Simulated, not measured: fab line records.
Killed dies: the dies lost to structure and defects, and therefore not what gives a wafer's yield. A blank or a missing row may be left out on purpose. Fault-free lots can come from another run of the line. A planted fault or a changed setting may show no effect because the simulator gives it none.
Chamber matching | flow nand_harc | NHARC_A_BLC_STRIP_21 on rie_diel-06: 4 sister chambers
The step strips in O2. 8 wafers are shown with their chamber, then 9 later ones without.

== EACH WAFER AND ITS CHAMBER ==
wafer  | chamber | showerhead_plenum_p_Torr (Torr) | drypump_motor_current_A (A)
L079.3 | 3       | 3.32                            | 6.5
L082.2 | 0       | 3.52                            | 5.7
L089.1 | 1       | 3.72                            | 5.6
L089.3 | 2       | 3.69                            | 6.2
L089.4 | 0       | 3.51                            | 5.7
L089.2 | 3       | 3.32                            | 6.4
L089.5 | 2       | 3.69                            | 6.2
L089.6 | 1       | 3.72                            | 5.6

== WAFERS WHOSE CHAMBER IS MISSING ==
wafer  | showerhead_plenum_p_Torr (Torr) | drypump_motor_current_A (A)
L090.1 | 3.32                            | 6.5
L090.3 | 3.72                            | 5.6
L090.6 | 3.69                            | 6.2
L095.1 | 3.51                            | 5.7
L095.2 | 3.32                            | 6.5
L095.4 | 3.72                            | 5.6
L095.3 | 3.69                            | 6.2
L095.5 | 3.51                            | 5.7
L095.6 | 3.72                            | 5.6

== THE CHAMBER EACH PASSED THROUGH ==
wafer  | from the rows above | in truth
L090.1 | 3                   | 3
L090.3 | 1                   | 1
L090.6 | 2                   | 2
L095.1 | 0                   | 0
L095.2 | 3                   | 3
L095.4 | 1                   | 1
L095.3 | 2                   | 2
L095.5 | 0                   | 0
L095.6 | 1                   | 1
Correctly placed: 9 of 9. From these rows, 0 cannot be placed. 0 placed wrongly.
How it was worked out, from the rows above alone: a wafer's distance from a chamber is the root of the sum, over the readings, of the square of ((its reading less the chamber's mean) divided by the reading's scatter). The wafer belongs to the nearest chamber; if the next one is less than 2 further off, it can't be placed. A chamber's mean is the mean of its shown wafers. The scatter: the root of (the sum of the squares of (reading less its chamber's mean) over the shown wafers, divided by (wafers less chambers)).
